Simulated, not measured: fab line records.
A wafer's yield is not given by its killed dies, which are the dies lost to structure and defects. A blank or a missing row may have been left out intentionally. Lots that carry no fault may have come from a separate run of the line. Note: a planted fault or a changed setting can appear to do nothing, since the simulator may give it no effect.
Matching of chambers / flow nand-harc / NHARC_A_STAIRCASE_ETCH_169 on rie-diel-02: 4 sister chambers
The step etches the open film in CH3F/O2, target depth 50 nm, time 107.1 s. 22 wafers are shown with their chamber, then 11 later ones without.

## WAFERS, EACH WITH ITS CHAMBER
wafer=L074.1; chamber=3; drypump-motor-current-A (A)=5.4; showerhead-plenum-p-Torr (Torr)=2.56; rf-vpp-V (V)=246.0
wafer=L074.3; chamber=1; drypump-motor-current-A (A)=5.5; showerhead-plenum-p-Torr (Torr)=2.40; rf-vpp-V (V)=243.2
wafer=L074.4; chamber=2; drypump-motor-current-A (A)=6.1; showerhead-plenum-p-Torr (Torr)=2.45; rf-vpp-V (V)=244.4
wafer=L075.1; chamber=0; drypump-motor-current-A (A)=5.5; showerhead-plenum-p-Torr (Torr)=2.43; rf-vpp-V (V)=245.2
wafer=L075.4; chamber=3; drypump-motor-current-A (A)=5.4; showerhead-plenum-p-Torr (Torr)=2.56; rf-vpp-V (V)=245.5
wafer=L075.5; chamber=0; drypump-motor-current-A (A)=5.4; showerhead-plenum-p-Torr (Torr)=2.43; rf-vpp-V (V)=244.7
wafer=L077.1; chamber=1; drypump-motor-current-A (A)=5.5; showerhead-plenum-p-Torr (Torr)=2.39; rf-vpp-V (V)=242.6
wafer=L077.2; chamber=2; drypump-motor-current-A (A)=6.1; showerhead-plenum-p-Torr (Torr)=2.45; rf-vpp-V (V)=244.1
wafer=L077.3; chamber=0; drypump-motor-current-A (A)=5.5; showerhead-plenum-p-Torr (Torr)=2.43; rf-vpp-V (V)=244.0
wafer=L082.1; chamber=3; drypump-motor-current-A (A)=5.4; showerhead-plenum-p-Torr (Torr)=2.56; rf-vpp-V (V)=245.7
wafer=L082.4; chamber=0; drypump-motor-current-A (A)=5.4; showerhead-plenum-p-Torr (Torr)=2.43; rf-vpp-V (V)=244.2
wafer=L082.6; chamber=1; drypump-motor-current-A (A)=5.5; showerhead-plenum-p-Torr (Torr)=2.39; rf-vpp-V (V)=242.4
wafer=L080.3; chamber=0; drypump-motor-current-A (A)=5.4; showerhead-plenum-p-Torr (Torr)=2.43; rf-vpp-V (V)=244.9
wafer=L080.4; chamber=2; drypump-motor-current-A (A)=6.1; showerhead-plenum-p-Torr (Torr)=2.45; rf-vpp-V (V)=245.4
wafer=L080.6; chamber=1; drypump-motor-current-A (A)=5.5; showerhead-plenum-p-Torr (Torr)=2.39; rf-vpp-V (V)=243.2
wafer=L081.2; chamber=0; drypump-motor-current-A (A)=5.4; showerhead-plenum-p-Torr (Torr)=2.43; rf-vpp-V (V)=243.1
wafer=L081.5; chamber=1; drypump-motor-current-A (A)=5.5; showerhead-plenum-p-Torr (Torr)=2.39; rf-vpp-V (V)=243.4
wafer=L081.6; chamber=0; drypump-motor-current-A (A)=5.5; showerhead-plenum-p-Torr (Torr)=2.43; rf-vpp-V (V)=244.9
wafer=L084.2; chamber=0; drypump-motor-current-A (A)=5.5; showerhead-plenum-p-Torr (Torr)=2.43; rf-vpp-V (V)=244.2
wafer=L084.3; chamber=2; drypump-motor-current-A (A)=6.1; showerhead-plenum-p-Torr (Torr)=2.44; rf-vpp-V (V)=243.7
wafer=L084.4; chamber=3; drypump-motor-current-A (A)=5.4; showerhead-plenum-p-Torr (Torr)=2.55; rf-vpp-V (V)=245.6
wafer=L087.2; chamber=2; drypump-motor-current-A (A)=6.1; showerhead-plenum-p-Torr (Torr)=2.44; rf-vpp-V (V)=245.1

SIGNATURES (means of the wafers above)
reading=drypump-motor-current-A; chamber 0=5.450; chamber 1=5.500; chamber 2=6.100; chamber 3=5.400; scatter within a chamber=0.0333
reading=showerhead-plenum-p-Torr; chamber 0=2.4300; chamber 1=2.3920; chamber 2=2.4460; chamber 3=2.5575; scatter within a chamber=0.00391
reading=rf-vpp-V; chamber 0=244.400; chamber 1=242.960; chamber 2=244.540; chamber 3=245.700; scatter within a chamber=0.579
Rule: for each reading, subtract the chamber's mean from the wafer's reading, divide by that reading's scatter and square the result; add these up over the readings and take the root, which gives the wafer's distance from the chamber. If the next closest chamber is less than 2 further off than the closest, the wafer can't be placed; otherwise it belongs to the closest. The scatter: take each reading less its chamber's mean, square it, sum over the shown wafers, divide by the number of wafers less the number of chambers, and take the root.

## WAFERS WITH NO CHAMBER GIVEN
wafer=L087.4; drypump-motor-current-A (A)=5.4; showerhead-plenum-p-Torr (Torr)=2.55; rf-vpp-V (V)=247.1
wafer=L087.5; drypump-motor-current-A (A)=5.4; showerhead-plenum-p-Torr (Torr)=2.55; rf-vpp-V (V)=245.1
wafer=L085.3; drypump-motor-current-A (A)=5.4; showerhead-plenum-p-Torr (Torr)=2.42; rf-vpp-V (V)=244.8
wafer=L085.5; drypump-motor-current-A (A)=5.5; showerhead-plenum-p-Torr (Torr)=2.38; rf-vpp-V (V)=245.0
wafer=L085.6; drypump-motor-current-A (A)=6.1; showerhead-plenum-p-Torr (Torr)=2.44; rf-vpp-V (V)=245.4
wafer=L094.1; drypump-motor-current-A (A)=5.5; showerhead-plenum-p-Torr (Torr)=2.38; rf-vpp-V (V)=243.8
wafer=L094.4; drypump-motor-current-A (A)=5.4; showerhead-plenum-p-Torr (Torr)=2.55; rf-vpp-V (V)=245.8
wafer=L094.6; drypump-motor-current-A (A)=6.1; showerhead-plenum-p-Torr (Torr)=2.44; rf-vpp-V (V)=243.3
wafer=L097.2; drypump-motor-current-A (A)=5.4; showerhead-plenum-p-Torr (Torr)=2.42; rf-vpp-V (V)=244.2
wafer=L097.3; drypump-motor-current-A (A)=5.3; showerhead-plenum-p-Torr (Torr)=2.54; rf-vpp-V (V)=244.4
wafer=L097.4; drypump-motor-current-A (A)=6.1; showerhead-plenum-p-Torr (Torr)=2.43; rf-vpp-V (V)=242.9

## WHICH CHAMBER EACH WENT THROUGH
wafer=L087.4; from the rows above=3; in truth=3
wafer=L087.5; from the rows above=3; in truth=3
wafer=L085.3; from the rows above=0; in truth=0
wafer=L085.5; from the rows above=1; in truth=1
wafer=L085.6; from the rows above=2; in truth=2
wafer=L094.1; from the rows above=1; in truth=1
wafer=L094.4; from the rows above=3; in truth=3
wafer=L094.6; from the rows above=2; in truth=2
wafer=L097.2; from the rows above=0; in truth=0
wafer=L097.3; from the rows above=3; in truth=3
wafer=L097.4; from the rows above=2; in truth=2
Correctly placed: 11 of 11. Number that these rows cannot place: 0. Number placed wrongly: 0.
